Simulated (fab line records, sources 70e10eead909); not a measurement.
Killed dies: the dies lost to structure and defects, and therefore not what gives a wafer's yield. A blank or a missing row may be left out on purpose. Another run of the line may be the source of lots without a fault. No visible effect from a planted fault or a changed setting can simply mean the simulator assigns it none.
Which tool was responsible? + flow nandHarc + 15 lots, 42 wafers sampled, at 5 steps of a route of 1159

## WHAT THE GAUGES READ, wafer by wafer
NHARC_END_SORT_01.
| lot  | measured     | on        | killedAtArray | killedAtOther | killedAtPeriphery | killedDies | killedOpen | killedShort |
|------|--------------|-----------|---------------|---------------|-------------------|------------|------------|-------------|
| L740 | day 21 15:29 | prober-02 | 24 19 27      | 0 0 0         | 4 3 6             | 28 22 33   | 2 0 5      | 3 3 5       |
| L742 | day 21 01:27 | prober-01 | 36 26 34      | 1 0 1         | 2 5 3             | 39 31 38   | 3 6 2      | 2 1 2       |
| L743 | day 20 23:56 | prober-02 | 41 26 31      | 0 0 0         | 6 6 6             | 47 32 37   | 3 2 2      | 1 1 3       |
| L744 | day 22 00:52 | prober-02 | 15 21 12      | 0 0 0         | 1 2 3             | 16 23 15   | 2 0 5      | 0 4 2       |
| L745 | day 21 15:31 | prober-01 | 37 36 36      | 0 1 0         | 5 1 3             | 42 38 39   | 1 2 3      | 3 4 4       |
| L746 | day 22 07:05 | prober-02 | 30 24 26      | 0 2 0         | 3 3 2             | 33 29 28   | 3 3 1      | 0 1 1       |
| L748 | day 22 00:01 | prober-01 | 27 29 28      | 0 0 0         | 5 7 6             | 32 36 34   | 1 4 5      | 3 2 1       |
| L749 | day 22 22:37 | prober-02 | 38 36 34      | 0 0 0         | 6 5 5             | 44 41 39   | 5 4 2      | 6 3 2       |
| L750 | day 22 14:53 | prober-02 | 19 25 22      | 0 0 0         | 5 7 2             | 24 32 24   | 3 2 2      | 1 2 1       |
| L753 | day 23 07:25 | prober-01 | 31 37 29      | 3 2 0         | 5 3 7             | 39 42 36   | 10 5 4     | 3 2 5       |
| L755 | day 23 15:04 | prober-02 | 16 16 19      | 6 7 1         | 3 2 5             | 25 25 25   | 4 6 4      | 0 2 3       |
| L757 | day 23 23:53 | prober-01 | 672 674       | 1 0           | 4 3               | 677 677    | 3 4        | 1 1         |
| L758 | day 23 23:37 | prober-02 | 672 675       | 3 0           | 2 2               | 677 677    | 4 3        | 1 1         |
| L759 | day 24 07:19 | prober-02 | 673 35        | 0 0           | 4 1               | 677 36     | 2 2        | 3 2         |
| L762 | day 24 13:28 | prober-02 | 17 18 25      | 0 0 0         | 5 5 2             | 22 23 27   | 3 3 3      | 0 3 3       |

## WHAT TOOL EACH LOT RAN ON (gives the tool, then ch and the chambers of the sampled wafers, and finally the start)
| lot  | NHARC_A_CHANNEL_HOLE_D1_DEP_01  | NHARC_THIN_TSV_STRIP_62             | NHARC_THIN_TSV_DEGAS_49     | NHARC_THIN_TSV_PRE_CLEAN_50            |
|------|---------------------------------|-------------------------------------|-----------------------------|----------------------------------------|
| L740 | pecvd-01 ch 0,2, day 8 05:32    | plasmaAsher-02 ch 0,1, day 19 14:45 | pvdSputter-02, day 19 14:55 | pvdSputter-02, day 21 15:29 or earlier |
| L742 | pecvd-03 ch 0,2, day 8 20:21    | plasmaAsher-02 ch 0,1, day 19 13:29 | pvdSputter-01, day 19 13:38 | pvdSputter-01, day 21 01:27 or earlier |
| L743 | pecvd-01 ch 0,2, day 9 00:30    | plasmaAsher-01 ch 0,1, day 19 11:29 | pvdSputter-01, day 19 11:40 | pvdSputter-01, day 20 23:56 or earlier |
| L744 | pecvd-03 ch 0,1, day 9 12:26    | plasmaAsher-02 ch 0,1, day 20 00:08 | pvdSputter-03, day 20 00:14 | pvdSputter-03, day 22 00:52 or earlier |
| L745 | pecvd-01 ch 0,2, day 9 12:30    | plasmaAsher-02 ch 0,1, day 19 23:37 | pvdSputter-01, day 19 23:45 | pvdSputter-01, day 21 15:31 or earlier |
| L746 | pecvd-04 ch 0,1,2, day 10 00:51 | plasmaAsher-01 ch 0,1, day 21 02:15 | pvdSputter-02, day 21 02:25 | pvdSputter-02, day 22 07:05 or earlier |
| L748 | pecvd-03 ch 1,2, day 10 00:54   | plasmaAsher-02 ch 0,1, day 20 10:30 | pvdSputter-01, day 20 10:40 | pvdSputter-01, day 22 00:01 or earlier |
| L749 | pecvd-03 ch 0,1,2, day 10 20:14 | plasmaAsher-01 ch 0,1, day 21 09:24 | pvdSputter-03, day 21 09:35 | pvdSputter-03, day 22 22:37 or earlier |
| L750 | pecvd-04 ch 0,1,2, day 10 21:41 | plasmaAsher-01 ch 0,1, day 21 03:21 | pvdSputter-02, day 21 03:31 | pvdSputter-02, day 22 14:53 or earlier |
| L753 | pecvd-03 ch 0,1,2, day 11 12:25 | plasmaAsher-01 ch 1, day 22 07:07   | pvdSputter-01, day 22 07:16 | pvdSputter-01, day 23 07:25 or earlier |
| L755 | pecvd-03 ch 1,2, day 12 10:29   | plasmaAsher-02 ch 0,1, day 22 14:17 | pvdSputter-02, day 22 14:29 | pvdSputter-02, day 23 15:04 or earlier |
| L757 | pecvd-03 ch 0,2, day 12 19:38   | -                                   | -                           | -                                      |
| L758 | pecvd-03 ch 0,2, day 12 21:02   | -                                   | -                           | -                                      |
| L759 | pecvd-03 ch 1,2, day 13 04:11   | plasmaAsher-02 ch 0, day 23 08:37   | pvdSputter-03, day 23 08:45 | pvdSputter-03, day 24 07:19 or earlier |
| L762 | pecvd-04 ch 0,1, day 13 20:55   | plasmaAsher-02 ch 0,1, day 23 20:01 | pvdSputter-03, day 23 20:13 | pvdSputter-03, day 24 13:28 or earlier |
- NHARC_A_CHANNEL_HOLE_D1_DEP_01: deposits SiON, target thk 140 nm.
- NHARC_THIN_TSV_STRIP_62: strips in N2/H2, time 20 s.
- NHARC_THIN_TSV_DEGAS_49: time 120 s.
- NHARC_THIN_TSV_PRE_CLEAN_50: time 30 s.

## WHAT THE TOOLS THEMSELVES READ (means of the sampled wafers that have a number; where no wafer has one, the mark that the record gives instead)
NHARC_A_CHANNEL_HOLE_D1_DEP_01.
| lot  | tool     | heaterPowerW (W) |
|------|----------|------------------|
| L740 | pecvd-01 | 671              |
| L742 | pecvd-03 | 642              |
| L743 | pecvd-01 | 618              |
| L744 | pecvd-03 | 666              |
| L745 | pecvd-01 | 674              |
| L746 | pecvd-04 | 830              |
| L748 | pecvd-03 | 775              |
| L749 | pecvd-03 | 690              |
| L750 | pecvd-04 | 821              |
| L753 | pecvd-03 | 692              |
| L755 | pecvd-03 | 716              |
| L757 | pecvd-03 | 684              |
| L758 | pecvd-03 | 659              |
| L759 | pecvd-03 | 697              |
| L762 | pecvd-04 | 843              |

NHARC_THIN_TSV_STRIP_62.
| lot  | tool           | drypumpMotorCurrentA (A) | heaterPowerW (W) | rfReflPowerW (W) |
|------|----------------|--------------------------|------------------|------------------|
| L740 | plasmaAsher-02 | 5.6                      | 316              | 21               |
| L742 | plasmaAsher-02 | 5.6                      | 322              | 21               |
| L743 | plasmaAsher-01 | 5.8                      | 353              | -                |
| L744 | plasmaAsher-02 | 6.1                      | 327              | 17               |
| L745 | plasmaAsher-02 | 5.6                      | 323              | 21               |
| L746 | plasmaAsher-01 | 5.8                      | 327              | 26               |
| L748 | plasmaAsher-02 | 5.6                      | 320              | -                |
| L749 | plasmaAsher-01 | 5.9                      | 335              | 26               |
| L750 | plasmaAsher-01 | 5.8                      | 328              | 26               |
| L753 | plasmaAsher-01 | 5.9                      | 325              | 26               |
| L755 | plasmaAsher-02 | 5.6                      | 322              | -                |
| L759 | plasmaAsher-02 | 5.1                      | 321              | 26               |
| L762 | plasmaAsher-02 | 6.1                      | 317              | 18               |

NHARC_THIN_TSV_DEGAS_49.
| lot  | tool          | heaterPowerW (W) |
|------|---------------|------------------|
| L740 | pvdSputter-02 | 548              |
| L742 | pvdSputter-01 | 469              |
| L743 | pvdSputter-01 | 513              |
| L744 | pvdSputter-03 | 488              |
| L745 | pvdSputter-01 | 489              |
| L746 | pvdSputter-02 | 453              |
| L748 | pvdSputter-01 | 509              |
| L749 | pvdSputter-03 | 449              |
| L750 | pvdSputter-02 | 580              |
| L753 | pvdSputter-01 | 490              |
| L755 | pvdSputter-02 | 554              |
| L759 | pvdSputter-03 | 413              |
| L762 | pvdSputter-03 | 454              |

NHARC_THIN_TSV_PRE_CLEAN_50.
| lot  | tool          | heaterPowerW (W) |
|------|---------------|------------------|
| L740 | pvdSputter-02 | 424              |
| L742 | pvdSputter-01 | 448              |
| L743 | pvdSputter-01 | 457              |
| L744 | pvdSputter-03 | 423              |
| L745 | pvdSputter-01 | 430              |
| L746 | pvdSputter-02 | 448              |
| L748 | pvdSputter-01 | 440              |
| L749 | pvdSputter-03 | 409              |
| L750 | pvdSputter-02 | 391              |
| L753 | pvdSputter-01 | 427              |
| L755 | pvdSputter-02 | 422              |
| L759 | pvdSputter-03 | 416              |
| L762 | pvdSputter-03 | 394              |

## THE ANSWER, worked out from the rows above alone
Rule: the usual values come from the lots themselves. Put in order of their means at a reading, lots are off if they are a third of the lots or fewer, leave a main group of 4 or more, and stand apart from it by a gap of 3 or more times the standard deviation of the main group's means; of several such gaps the widest counts. A main group is skipped when, at the precision printed for the reading in the tables above, its means are all equal. Also off: a lot with no number at a reading for which 4 or more lots have one. The other lots that the step has rows for count as sound. Order of review: gauges by route order, followed by the tools' own readings, for which a lot's mean as printed above is used. At the first step where some lot is off, the reading lying furthest off is the one used; lots without a number count as furthest.
Off: L757, L758, L759 (NHARC_END_SORT_01, killedAtArray). The main group has a mean of 27 with a standard deviation of 6.8.
If a tool, at a process step before that reading, ran all the lots that are off and no sound lot after the first of them, it fits. The gauges at NHARC_END_SORT_01 are tried like those tools. NHARC_THIN_TSV_PRE_CLEAN_50: start missing for some lots; hours and lot order therefore follow NHARC_END_SORT_01. One candidate fits, namely pecvd-03 at NHARC_A_CHANNEL_HOLE_D1_DEP_01. Its last sound lot is L755 (day 12 10:29), its first lot that is off L757 (day 12 19:38): a fault that began between those two fits.

## WHAT THE SIMULATOR PUT IN
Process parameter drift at NHARC_A_CHANNEL_HOLE_D1_DEP_01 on pecvd-03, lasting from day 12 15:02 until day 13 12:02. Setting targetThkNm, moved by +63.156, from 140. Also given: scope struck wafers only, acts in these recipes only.
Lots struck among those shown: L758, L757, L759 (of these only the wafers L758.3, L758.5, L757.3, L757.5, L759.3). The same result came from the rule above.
